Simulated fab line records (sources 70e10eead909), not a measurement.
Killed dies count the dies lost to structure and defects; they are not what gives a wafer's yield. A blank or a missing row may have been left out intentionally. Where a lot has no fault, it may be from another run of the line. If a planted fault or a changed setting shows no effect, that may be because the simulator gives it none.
fab line records	flow nandHarc
record: lots: 12	wafers: 36	lastDay: 25
route steps=1159 shown A_STAIRCASE@580 END@1159
lots with no fault: from the same line, run without faults
startH: the number of hours between the record's first day and the start of the first shown wafer of the lot	waitH: time in hours since the lot's previous step	" unchanged from the row above	L1.1+2: a row that stands for several wafers	- no value, or no start given	* or withheld: withheld	< > ~ a bound
route shown NAME@n: NAME is a module with steps in the file, n the number in the route of the first one	usual: mean/standard deviation of fault-free wafers	same: alike in all rows	chamber/n: place in a boat	sites: readings site by site	_std_site: their standard deviation	_edge_site: mean of outer sites minus mean of inner sites	radiusMm: for every site, how far away it sits from the centre of the wafer	mask NAME#n: copy n	behind: the tool/chamber that last shaped the wafer	hold: the reason the lot was held/the length of the hold in hours/how it ended	device: the n, p or np transistor that did not switch	end of line: the route-end tests of the same wafers	a step given without rows: its recipe and nothing more	killed: at the first sort, the dies lost to defects and structure; wafer yield is something else	map: dies across one wafer; x = killed, . = not, _ = none there
set.NAME: setting as actually run; set.NAME@STEP: the setting as run at that earlier step	model.NAME: the simulator's own value behind a step, which no gauge read
one table for each step of the route and one row for each wafer, over a sample of lots
services: when a tool's chamber went out of use (startH, in hours from the record's first day, below 0 if earlier), for how many hours, and the reason
== steps ==
step: NHARC_A_STAIRCASE_DESCUM_186
recipe: timeS: 3	o2FlowSccm: 200	arFlowSccm: 0	biasPowerW: 0	chemistry: O2
usual: drypumpMotorCurrentA: 5.73/0.23	oesProductAu: 0.999/0.01	rfVppV: 57.6/0.93	showerheadPlenumPTorr: 1.87/0.097	throttleValvePct: 11.311/0.0093
lot.wafer	tool	chamber	startH	waitH	drypumpMotorCurrentA	oesProductAu	rfHoursCounterH	rfVppV	showerheadPlenumPTorr	throttleValvePct
L459.4	rieDiel-05	0	242.16	-	5.71	1.004	29	58.2	1.80	11.306
L459.3	"	1	"	"	5.73	0.998	31	56.9	1.82	11.300
L459.5	"	3	"	"	5.79	1.008	-	57.8	2.07	11.315
L461.3	rieDiel-04	0	249.26	-	5.72	0.997	46	58.1	1.97	11.303
L461.2	"	2	"	"	5.63	0.998	50	58.2	2.06	11.320
L461.6	"	3	"	"	5.99	0.993	-	58.7	1.98	11.312
L460.4	rieDiel-05	1	250.33	-	5.74	0.988	34	58.1	1.82	11.312
L460.2	"	3	"	"	5.78	1.004	31	57.2	2.07	11.306
L460.5	"	2	"	"	5.34	0.994	-	56.7	1.90	11.307
L462.1	rieDiel-05	0	255.13	-	5.70	1.001	34	56.6	1.80	11.321
L462.4	"	2	"	"	5.35	0.998	30	57.3	1.90	11.301
L462.5	"	0	"	"	5.69	0.995	-	58.1	1.80	11.303
L463.4	rieDiel-06	1	264.03	-	6.23	0.993	8	57.1	1.81	11.321
L463.1	"	2	"	"	5.71	0.993	7	56.3	1.80	11.313
L463.3	"	3	"	"	5.74	1.012	6	59.2	1.98	11.312
L466.4	rieDiel-05	1	282.15	-	5.74	0.980	45	57.3	1.82	11.309
L466.2	"	3	"	"	5.80	0.999	44	58.8	2.06	11.309
L466.6	"	1	"	"	5.76	0.990	-	57.6	1.82	11.298
L471.3	rieDiel-06	1	311.49	-	6.19	1.003	23	56.3	1.80	11.320
L471.2	"	2	"	"	5.71	0.986	23	58.3	1.80	11.310
L471.5	"	0	"	"	5.59	1.006	-	56.3	1.78	11.318
L473.1	rieDiel-06	3	312.44	-	5.75	1.010	22	57.0	1.98	11.313
L473.3	"	1	"	"	6.23	1.008	24	57.5	1.80	11.303
L473.6	"	3	"	"	5.75	1.007	-	59.0	1.98	11.300
L472.4	rieDiel-06	3	316.75	-	5.73	1.000	24	58.0	1.98	11.308
L472.2	"	1	"	"	6.20	1.016	25	58.6	1.80	11.317
L472.5	"	3	"	"	5.73	1.010	-	59.0	1.98	11.316
L474.3	rieDiel-06	0	330.98	-	5.58	0.986	31	57.7	1.78	11.303
L474.6	"	1	"	"	6.19	1.010	-	58.0	1.80	11.307
L474.5	"	2	"	"	5.73	0.993	-	57.5	1.80	11.306
L480.3	rieDiel-05	2	379.22	-	5.33	0.989	9	57.7	1.89	11.305
L480.1	"	1	"	"	5.75	1.010	11	57.9	1.81	11.310
L480.5	"	2	"	"	5.34	0.993	-	57.3	1.89	11.315
L481.2	rieDiel-06	2	383.68	-	5.70	0.994	51	56.8	1.79	11.310
L481.4	"	1	"	"	6.18	0.997	50	58.6	1.79	11.294
L481.5	"	2	"	"	5.70	0.992	-	58.1	1.79	11.321
step: NHARC_A_STAIRCASE_TRIM_191
recipe: timeS: 211.2	o2FlowSccm: 500	arFlowSccm: 0	biasW: 0	chemistry: O2
usual: drypumpMotorCurrentA: 5.75/0.23	oesProductAu: 0.999/0.0094	rfVppV: 57.7/0.95	runLengthS: 232.3/0.54	showerheadPlenumPTorr: 3.46/0.17	throttleValvePct: 17.036/0.009
lot.wafer	tool	chamber	startH	waitH	drypumpMotorCurrentA	oesProductAu	rfHoursCounterH	rfVppV	runLengthS	showerheadPlenumPTorr	throttleValvePct
L459.4	rieDiel-05	2	242.88	-	5.36	0.997	24	56.4	232.9	3.51	17.039
L459.3	"	1	"	"	5.73	0.992	31	57.9	231.9	3.37	17.039
L459.5	"	2	"	"	5.36	0.999	-	57.8	232.5	3.51	17.064
L461.3	rieDiel-04	1	249.81	-	5.48	0.993	47	57.4	232.5	3.49	17.045
L461.2	"	2	"	"	5.64	0.990	50	58.6	232.1	3.78	17.033
L461.6	"	0	"	"	5.70	1.003	-	58.3	232.5	3.63	17.039
L460.2	rieDiel-05	0	250.88	-	5.71	1.004	32	58.2	232.6	3.33	17.043
L460.4	"	3	"	"	5.77	1.012	32	58.4	233.0	3.79	17.029
L460.5	"	0	"	"	5.71	0.992	-	57.9	232.4	3.33	17.039
L462.1	rieDiel-05	0	255.96	-	5.74	0.999	35	55.9	233.0	3.33	17.021
L462.4	"	1	"	"	5.75	0.986	37	57.6	232.2	3.37	17.025
L462.5	"	3	"	"	5.81	1.007	-	58.8	233.3	3.79	17.041
L463.3	rieDiel-06	2	264.58	-	5.71	1.000	7	57.9	232.2	3.34	17.046
L463.1	"	3	"	"	5.77	1.013	6	56.5	232.8	3.65	17.042
L463.4	"	0	"	"	5.59	1.005	7	57.6	231.6	3.31	17.041
L466.2	rieDiel-05	2	282.71	-	5.35	0.993	40	58.5	232.7	3.50	17.036
L466.4	"	3	"	"	5.79	1.000	44	58.9	232.8	3.78	17.040
L466.6	"	0	"	"	5.72	1.000	-	59.3	232.6	3.33	17.042
L471.2	rieDiel-06	2	312.04	-	5.72	0.986	23	57.0	232.4	3.33	17.039
L471.3	"	3	"	"	5.76	0.995	22	58.2	232.6	3.64	17.027
L471.5	"	1	"	"	6.23	1.005	-	58.4	231.6	3.33	17.034
L473.3	rieDiel-06	3	313.01	-	5.74	1.013	23	59.9	232.4	3.64	17.022
L473.1	"	0	"	"	5.60	1.001	23	56.7	231.5	3.30	17.029
L473.6	"	1	"	"	6.27	1.012	-	57.2	231.7	3.33	17.040
L472.4	rieDiel-06	2	317.39	-	5.71	0.986	25	58.0	301.1	3.33	17.028
L472.2	"	0	"	"	5.59	1.000	25	57.7	231.7	3.30	17.026
L472.5	"	2	"	"	5.72	0.979	-	58.9	232.0	3.33	17.040
L474.3	rieDiel-06	3	331.53	-	5.75	1.016	31	57.1	232.6	3.63	17.043
L474.6	"	1	"	"	6.23	1.007	-	56.7	300.8	3.33	17.032
L474.5	"	2	"	"	5.71	0.993	-	59.1	232.0	3.33	17.037
L480.3	rieDiel-05	1	379.80	-	5.73	0.998	11	57.7	231.9	3.34	17.023
L480.1	"	2	"	"	5.32	0.992	9	58.9	232.5	3.48	17.026
L480.5	"	0	"	"	5.74	1.003	-	56.6	232.4	3.31	17.043
L481.4	rieDiel-06	1	384.27	-	6.26	1.005	51	56.9	231.8	3.32	17.018
L481.2	"	2	"	"	5.71	0.989	52	56.1	232.1	3.32	17.030
L481.5	"	3	"	"	5.77	0.997	-	58.4	232.6	3.62	17.040
step: NHARC_A_STAIRCASE_ETCH_197
recipe: targetDepthA: 1000	timeS: 40.5	ionEnergyEv: 400	c4f8FlowSccm: 20	o2FlowSccm: 10	arFlowSccm: withheld	rfW: 600	biasW: 1000	chemistry: C4F8/O2
usual: oesProductAu: 0.943/0.016	rfVppV: 895/5.9
lot.wafer	tool	chamber	startH	waitH	oesProductAu	rfHoursCounterH	rfVppV
L459.4	rieDiel-05	1	-	-	0.926	32	890
L459.3	"	3	"	"	0.938	29	906
L459.5	"	0	"	"	0.943	-	889
L461.3	rieDiel-04	2	-	-	0.942	50	905
L461.2	"	0	"	"	0.945	47	900
L461.6	"	3	"	"	0.938	-	900
L460.4	rieDiel-04	1	-	-	0.926	48	895
L460.2	"	2	"	"	0.939	50	904
L460.5	"	1	"	"	0.922	-	895
L462.4	rieDiel-06	2	-	-	0.937	3	889
L462.1	"	3	"	"	0.958	2	901
L462.5	"	3	"	"	0.950	-	901
L463.1	rieDiel-06	1	-	-	0.939	8	888
L463.3	"	2	"	"	0.933	8	890
L463.4	"	0	"	"	0.940	8	888
L466.2	rieDiel-05	0	-	-	0.941	45	888
L466.4	"	1	"	"	0.928	47	889
L466.6	"	2	"	"	0.923	-	894
L471.3	rieDiel-04	1	-	-	0.921	5	894
L471.2	"	0	"	"	0.935	6	901
L471.5	"	0	"	"	0.935	-	898
L473.1	rieDiel-05	1	-	-	0.947	60	891
L473.3	"	0	"	"	0.942	57	889
L473.6	"	1	"	"	0.954	-	890
L472.2	rieDiel-06	3	-	-	0.945	25	901
L472.4	"	0	"	"	0.934	25	887
L472.5	"	2	"	"	0.931	-	888
L474.3	rieDiel-04	3	-	-	0.944	14	899
L474.6	"	3	"	"	0.953	-	899
L474.5	"	0	"	"	0.933	-	899
L480.1	rieDiel-04	0	-	-	0.948	30	897
L480.3	"	3	"	"	0.934	32	902
L480.5	"	1	"	"	0.946	-	894
L481.2	rieDiel-06	1	-	-	0.935	51	889
L481.4	"	2	"	"	0.950	52	889
L481.5	"	0	"	"	0.942	-	888
step: NHARC_A_STAIRCASE_ETCH_201
recipe: targetDepthA: 1000	timeS: 40.5	ionEnergyEv: 400	c4f8FlowSccm: 20	o2FlowSccm: 10	arFlowSccm: withheld	rfW: 600	biasW: 1000	chemistry: C4F8/O2
usual: oesProductAu: 0.943/0.012	rfVppV: 895/6.1
lot.wafer	tool	chamber	startH	waitH	oesProductAu	rfHoursCounterH	rfVppV
L459.3	rieDiel-05	0	-	-	0.955	30	889
L459.4	"	3	"	"	0.945	29	905
L459.5	"	0	"	"	0.949	-	888
L461.2	rieDiel-04	3	-	-	0.927	49	901
L461.3	"	0	"	"	0.956	47	900
L461.6	"	2	"	"	0.931	-	904
L460.4	rieDiel-04	1	-	-	0.929	49	894
L460.2	"	2	"	"	0.954	51	904
L460.5	"	0	"	"	0.950	-	899
L462.1	rieDiel-06	2	-	-	0.952	3	890
L462.4	"	3	"	"	0.969	3	901
L462.5	"	3	"	"	0.973	-	900
L463.3	rieDiel-06	3	-	-	0.944	7	902
L463.4	"	0	"	"	0.937	8	887
L463.1	"	1	"	"	0.949	9	889
L466.2	rieDiel-05	2	-	-	0.947	42	895
L466.4	"	0	"	"	0.946	46	888
L466.6	"	3	"	"	0.957	-	904
L471.2	rieDiel-04	0	-	-	0.929	7	898
L471.3	"	3	"	"	0.926	7	899
L471.5	"	3	"	"	0.922	-	899
L473.1	rieDiel-05	2	-	-	0.955	55	895
L473.3	"	3	"	"	0.958	57	903
L473.6	"	2	"	"	0.950	-	895
L472.2	rieDiel-06	1	-	-	0.970	26	890
L472.4	"	0	"	"	0.951	25	886
L472.5	"	1	"	"	0.959	-	888
L474.3	rieDiel-04	0	-	-	0.924	15	899
L474.5	"	1	"	"	0.915	-	896
L474.6	"	2	"	"	0.957	-	905
L480.3	rieDiel-04	0	-	-	0.941	31	897
L480.1	"	3	"	"	0.944	33	899
L480.5	"	1	"	"	0.942	-	895
L481.4	rieDiel-06	3	-	-	0.931	50	901
L481.2	"	0	"	"	0.921	49	887
L481.5	"	1	"	"	0.937	-	888
step: NHARC_END_SORT_01
recipe: tempC: 25
usual: killedAtArray: 28/11	killedAtOther: 0.7/1.1	killedAtPeriphery: 2.9/2	killedDies: 32/11	killedOpen: 3.2/1.8	killedShort: 2.0/1.4
same: grossDies: 677
lot.wafer	tool	chamber	startH	waitH	killedAtArray	killedAtOther	killedAtPeriphery	killedDies	killedOpen	killedShort
L472.2	prober-01	0	508.88	2.8	31	2	2	35	3	6
L472.4	prober-01	0	510.46	3.4	49	1	5	55	6	5
L472.5	prober-01	0	511.26	3.7	30	1	4	35	4	4
L474.3	prober-01	0	518.67	3.1	35	0	4	39	2	2
L474.5	prober-01	0	520.26	3.7	43	0	2	45	1	3
L474.6	prober-01	0	521.06	4.0	296	0	3	299	4	0
killed by level:class
L472.2 A_SLIT:chamberFilmFlake=12 A_CHANNEL_HOLE_D1:chamberFilmFlake=6 A_CONTACT:chamberFilmFlake=3 A_CHANNEL_FILL_D1:geometricParticle:short=2 A_STAIRCASE:chamberFilmFlake=2 P_CONTACT:geometricParticle:open=1 P_M0:geometricParticle:short=1 A_ONON_D1:geometricParticle:short=1
L472.4 A_STAIRCASE:areaTrim=21 A_SLIT:chamberFilmFlake=15 P_M0:geometricParticle:short=2 A_CHANNEL_FILL_D1:geometricParticle:short=2 A_CHANNEL_HOLE_D1:chamberFilmFlake=2 A_STAIRCASE:chamberFilmFlake=2 A_CONTACT:chamberFilmFlake=2 P_GATE:geometricParticle:open=1
L472.5 A_SLIT:chamberFilmFlake=11 A_CONTACT:chamberFilmFlake=4 A_CHANNEL_HOLE_D1:chamberFilmFlake=3 A_STAIRCASE:chamberFilmFlake=3 A_M1:chamberFilmFlake=3 P_CONTACT:geometricParticle:open=2 A_CHANNEL_FILL_D1:geometricParticle:short=2 A_CONTACT:geometricParticle:short=2
L474.3 A_CHANNEL_HOLE_D1:chamberFilmFlake=15 A_SLIT:chamberFilmFlake=11 A_CONTACT:chamberFilmFlake=5 P_ZERO_WELL:chamberFilmFlake=3 P_CONTACT:geometricParticle:open=1 A_ONON_D1:geometricParticle:short=1 A_M0:geometricParticle:open=1 A_M0:geometricParticle:short=1
L474.5 A_CHANNEL_HOLE_D1:chamberFilmFlake=22 A_SLIT:chamberFilmFlake=13 A_CONTACT:chamberFilmFlake=3 A_STAIRCASE:chamberFilmFlake=2 P_GATE:geometricParticle:short=1 P_CONTACT:geometricParticle:short=1 A_ONON_D1:geometricParticle:open=1 A_WL_FILL:geometricParticle:short=1
L474.6 A_STAIRCASE:areaTrim=262 A_CHANNEL_HOLE_D1:chamberFilmFlake=17 A_SLIT:chamberFilmFlake=9 A_CONTACT:chamberFilmFlake=5 P_CONTACT:geometricParticle:open=1 P_M0:geometricParticle:open=1 A_CONTACT:geometricParticle:open=1 A_M0:geometricParticle:open=1
== services ==
tool	chamber	startH	hours	kind
rieDiel-06	0	222.09	-	clean
rieDiel-06	1	222.09	-	clean
rieDiel-06	2	222.09	-	clean
rieDiel-06	3	222.09	-	clean
rieDiel-06	-	242.80	9.0	pm
rieDiel-06	0	242.80	9.0	ventCycle
rieDiel-06	1	242.80	9.0	ventCycle
rieDiel-06	2	242.80	9.0	ventCycle
rieDiel-06	3	242.80	9.0	ventCycle
rieDiel-06	0	251.80	-	clean
rieDiel-06	1	251.80	-	clean
rieDiel-06	2	251.80	-	clean
rieDiel-06	2	251.80	-	consumableReplace:focusRing
rieDiel-06	3	251.80	-	clean
rieDiel-04	-	275.37	1.1	repair
rieDiel-06	0	276.44	-	clean
rieDiel-06	1	276.44	-	clean
rieDiel-06	2	276.44	-	clean
rieDiel-06	3	276.44	-	clean
rieDiel-04	-	289.03	9.0	pm
rieDiel-06	0	298.58	3.3	repair
rieDiel-06	1	300.94	-	clean
rieDiel-04	2	307.44	18.4	repair
rieDiel-05	-	340.60	9.0	pm
== key ==
firstSign: step: NHARC_A_STAIRCASE_TRIM_191	reading: runLengthS	direction: up	sigmas: 99+	usual: *	struck: *
effect: step: NHARC_END_SORT_01	reading: killedAtArray	direction: up	sigmas: 13	usual: 28	struck: 172	wafersMoved: 1
moreKillsBornAt: NHARC_A_STAIRCASE_TRIM_191@rieDiel-06: 283
metAt NHARC_A_STAIRCASE_TRIM_191
struckLots L472,L474
struckWafers L472.4,L474.6
testerLeftOut L472,L474
notActingAt NHARC_A_STAIRCASE_DESCUM_186,NHARC_A_STAIRCASE_ETCH_197,NHARC_A_STAIRCASE_ETCH_201
onsetBetween 313.01 317.39
fault: kind: processParameterDrift	tool: rieDiel-06	chamber: -	onsetH: 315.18	steps: NHARC_A_STAIRCASE_TRIM_191	channel: timeS	offset: *	shape: step	endH: 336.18	scope: struckWafersOnly	actsIn: *	stated: *
testerLeftOut: of these lots the tester's yield and bins aren't shown, on N5 and GAA mostly nor the transistor test; their killed dies are dies lost to structure and defects alone, not to doping, threshold or leakage, so they don't give the yield
